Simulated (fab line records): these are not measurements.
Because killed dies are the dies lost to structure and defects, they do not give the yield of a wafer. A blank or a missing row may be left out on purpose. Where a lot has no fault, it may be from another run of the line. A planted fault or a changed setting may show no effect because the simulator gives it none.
One fault seen from 2 desks || flow n5_finfet || only its own numbers are on each desk; what lay behind them is given at the end

## FOR THE TOOL OWNER'S DESK: rie_diel-05
The tool's own readings at N5_BEOL_M5_ETCH_68 (etches SOC in N2/H2, target depth 80 nm, overetch 16 nm, time 120 s): means of the sampled wafers that have a number, for each lot that ran on this tool. If a lot's mean is further than 4 standard deviations from the usual mean, the lot is out of limits and carries the mark OUT (the distance appears in the brackets).
Columns: A = drypump_motor_current_A at N5_BEOL_M5_ETCH_68, usual 5.9 A; B = n2_flow_sccm at N5_BEOL_M5_ETCH_68, usual 200.0 sccm; C = oes_product_au at N5_BEOL_M5_ETCH_68, usual 0.58 a.u.; D = rf_vpp_V at N5_BEOL_M5_ETCH_68, usual 523.7 V; E = run_length_s at N5_BEOL_M5_ETCH_68, usual 143.2 s; F = showerhead_plenum_p_Torr at N5_BEOL_M5_ETCH_68, usual 2.54 Torr; G = throttle_valve_pct at N5_BEOL_M5_ETCH_68, usual 17.9 %
{"lot": "L462", "first seen here": "day 8 10:58", "A": 6.3, "B": 199.9, "C": 0.53, "D": 522.3, "E": 143.1, "F": 2.49, "G": 18.3}
{"lot": "L470", "first seen here": "day 10 19:20", "A": 6.1, "B": 200.1, "C": 0.54, "D": 523.2, "E": 142.9, "F": 2.51, "G": 17.7}
{"lot": "L482", "first seen here": "day 13 13:46", "A": 6.3, "B": 199.4, "C": 0.73, "D": 528.9, "E": "136.7 (-15) OUT", "F": 2.71, "G": 17.6}
{"lot": "L481", "first seen here": "day 13 16:33", "A": 6.3, "B": 200.5, "C": 0.73, "D": 528.0, "E": "136.6 (-15) OUT", "F": 2.71, "G": 17.6}
This desk's verdict: out of limits on L481, L482, starting with L482 at day 13 13:46 (run_length_s at N5_BEOL_M5_ETCH_68). L462, L470: within limits.

## THE METROLOGY DESK
What the gauges read, lot by lot, whatever tool the lot ran on: means of the sampled wafers that have a number. If a lot's mean is further than 4 standard deviations from the usual mean, the lot is out of limits and carries the mark OUT (the distance appears in the brackets).
Columns: A = cd_nm at N5_BEOL_M5_CD_MEAS_11, usual 28.13 nm
{"lot": "L462", "first seen here": "day 8 09:54", "A": 28.10}
{"lot": "L463", "first seen here": "day 8 15:46", "A": 28.32}
{"lot": "L467", "first seen here": "day 9 10:48", "A": 28.29}
{"lot": "L469", "first seen here": "day 10 05:52", "A": 28.32}
{"lot": "L470", "first seen here": "day 10 17:20", "A": 27.96}
{"lot": "L471", "first seen here": "day 10 23:51", "A": 28.09}
{"lot": "L476", "first seen here": "day 12 20:04", "A": 28.10}
{"lot": "L482", "first seen here": "day 13 12:23", "A": 28.08}
{"lot": "L481", "first seen here": "day 13 13:47", "A": 28.32}
{"lot": "L483", "first seen here": "day 13 20:16", "A": 28.12}
Result from this desk: across the 10 lots, nothing is out of limits.

## PUT TOGETHER
At day 13 13:46, on L481, L482, the tool owner's desk was in a position to raise an alarm.
Nothing out of limits was seen by the metrology desk.
The metrology desk has L481, L482 on record, within its limits.
The lots listed all ran N5_BEOL_M5_ETCH_68 on rie_diel-05.

## WHAT THE SIMULATOR HAD INSERTED
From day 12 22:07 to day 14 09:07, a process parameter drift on rie_diel-05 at N5_BEOL_M5_ETCH_68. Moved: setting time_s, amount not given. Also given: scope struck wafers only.
Shown lots that were struck: L481, L482.
How many hours passed from the start of the fault until each desk's first out-of-limits reading: the tool owner's desk, 16.
